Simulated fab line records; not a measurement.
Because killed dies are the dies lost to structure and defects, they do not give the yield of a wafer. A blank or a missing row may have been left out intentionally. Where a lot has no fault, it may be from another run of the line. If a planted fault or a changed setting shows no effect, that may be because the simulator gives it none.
Split-lot trial    flow n5-finfet    on a route of 1938 steps: 7 lots, 21 wafers read

## SPLIT DETAILS
At N5_BEOL_M4_DESCUM_33 (chemistry O2, time 7 s), the setting time-s was moved away from the recipe's 7 s on 7 of the 21 wafers read, by -22.2% to +19.7%. The other wafers ran this setting at the recipe's value.

## FROM THE SPLIT TO THE READING: what the file shows between them, 2 steps
- N5_BEOL_M4_ETCH_69: etches SiARC in CF4, target depth 15.6 nm, time 26 s (also split here: cf4-flow-sccm)
- N5_BEOL_M4_ALD_98: deposits SiO2, target thk 2.5 nm, pulse time 1 s, co reactant pulse time 1 s

## THE READING
CAR-EUV_of_BEOL_M4_COAT_22.thk-nm (the simulator's own value, which no gauge read), in nm, at N5_BEOL_M4_ETCHBACK_99 (etches SiO2 in CHF3, target depth 5 nm, time 10.4 s). No usual value for it is given in the file. Here, 14 wafers ran the recipe; their average is 10.4 nm with a standard deviation of 0.082 nm.

wafer   tool, chamber at the split  time-s as run, s  against the recipe  CAR-EUV_of_BEOL_M4_COAT_22.thk-nm, nm  against lot-mates on the recipe
L074.1  rie-diel-01, 3              7                 recipe              10.4                                   -
L074.5  rie-diel-01, 3              7                 recipe              10.4                                   -
L074.4  rie-diel-01, 2              6.205             -11.4%              10.6                                   +0.2
L084.1  rie-diel-01, 2,0            7                 recipe              10.4                                   -
L084.5  rie-diel-01, 2,0            7                 recipe              10.4                                   -
L084.2  rie-diel-01, 3              7.677             +9.7%               10                                     -0.4
L087.3  rie-diel-03, 3,2            5.781             -17.4%              11                                     +0.8
L087.6  rie-diel-03, 3,2            5.781             -17.4%              11                                     +0.8
L087.5  rie-diel-03, 3              7                 recipe              10.2                                   -
L089.2  rie-diel-03, 2,1,0          7                 recipe              10.4                                   -
L089.4  rie-diel-03, 2,1,0          7                 recipe              10.4                                   -
L089.6  rie-diel-03, 2,1,0          7                 recipe              10.4                                   -
L086.2  rie-diel-05, 3              7                 recipe              10.4                                   -
L086.5  rie-diel-05, 2              7                 recipe              10.4                                   -
L086.6  rie-diel-05, 3              7                 recipe              10.4                                   -
L093.1  rie-diel-05, 3,1            5.443             -22.2%              11.2                                   +0.8
L093.4  rie-diel-05, 3,1            5.443             -22.2%              11.2                                   +0.8
L093.2  rie-diel-05, 1              7                 recipe              10.4                                   -
L094.3  rie-diel-01, 2              8.376             +19.7%              9.6                                    -0.6
L094.4  rie-diel-01, 3              7                 recipe              10.2                                   -
L094.5  rie-diel-01, 3              7                 recipe              10.2                                   -
If several chambers appear in one row, that row covers several wafers at once and the file leaves open which wafer was in which chamber.

FIT RESULTS
A straight line over all 21 wafers: CAR-EUV_of_BEOL_M4_COAT_22.thk-nm changes by -0.0369 nm for each +1% of time-s; r = -0.98; the points scatter about the line by 0.081 nm.
The same after taking each lot's own level away (the mean of its wafers on the recipe; 21 wafers): -0.0367 nm for each +1%; r = -0.98; scatter 0.078 nm.
That fit puts the effect of the largest move of time-s on the reading at 0.82 nm.
The lots' own levels span 10.20 to 10.40 nm, that is 2.4 times the standard deviation above.
The two slopes are in agreement: the lot-to-lot level therefore moves the slope only a little.
Check: +0.831 nm against its lot-mates is what the line predicts for one of the wafers moved furthest among these (-22.2%) when that wafer is left out of the fit. It came out at +0.8 nm against them.

## OTHER SPLITS ON THESE WAFERS
Note: prior to the reading, these wafers also went through further splits. Each is held against what the fit with the lots' levels taken away leaves over:
other split on the same wafers               wafers away from the commonest value  r with CAR-EUV_of_BEOL_M4_COAT_22.thk-nm (lot level and that fit taken away)
N5_BEOL_M0_SAQP_SPACER2_ALD_26 target-thk-a  8                                     +0.05
N5_BEOL_M0_CUTY_ETCH_63 source-w             9                                     -0.28
N5_BEOL_M1_VIA_ETCH_34 time-s                8                                     +0.20
N5_BEOL_M1_TRENCH_ETCH_37 source-w           5                                     -0.20
N5_BEOL_M2_ETCH_69 bias-w                    5                                     -0.13
N5_BEOL_M3_ETCH_41 target-depth-a            8                                     +0.12
N5_BEOL_M4_ETCH_69 cf4-flow-sccm             6                                     -0.19

## THE WHOLE CHAIN: every reading that the file lists as answering this split, in the file's order
step                    what it does                                         reading                                                                             change (the file's fit)                 r (the file's)
N5_BEOL_M4_DESCUM_33    chemistry O2, time 7 s                               CAR-EUV_of_BEOL_M4_COAT_22.thk-nm (the simulator's own value, which no gauge read)  -0.0358 nm for each +1% of the setting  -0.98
N5_BEOL_M4_ETCHBACK_99  etches SiO2 in CHF3, target depth 5 nm, time 10.4 s  CAR-EUV_of_BEOL_M4_COAT_22.thk-nm (the simulator's own value, which no gauge read)  -0.0353 nm for each +1% of the setting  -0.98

## THE FILE'S OWN FIT
CAR-EUV_of_BEOL_M4_COAT_22.thk-nm changes by -0.0353 nm for each +1% of time-s, r = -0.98.
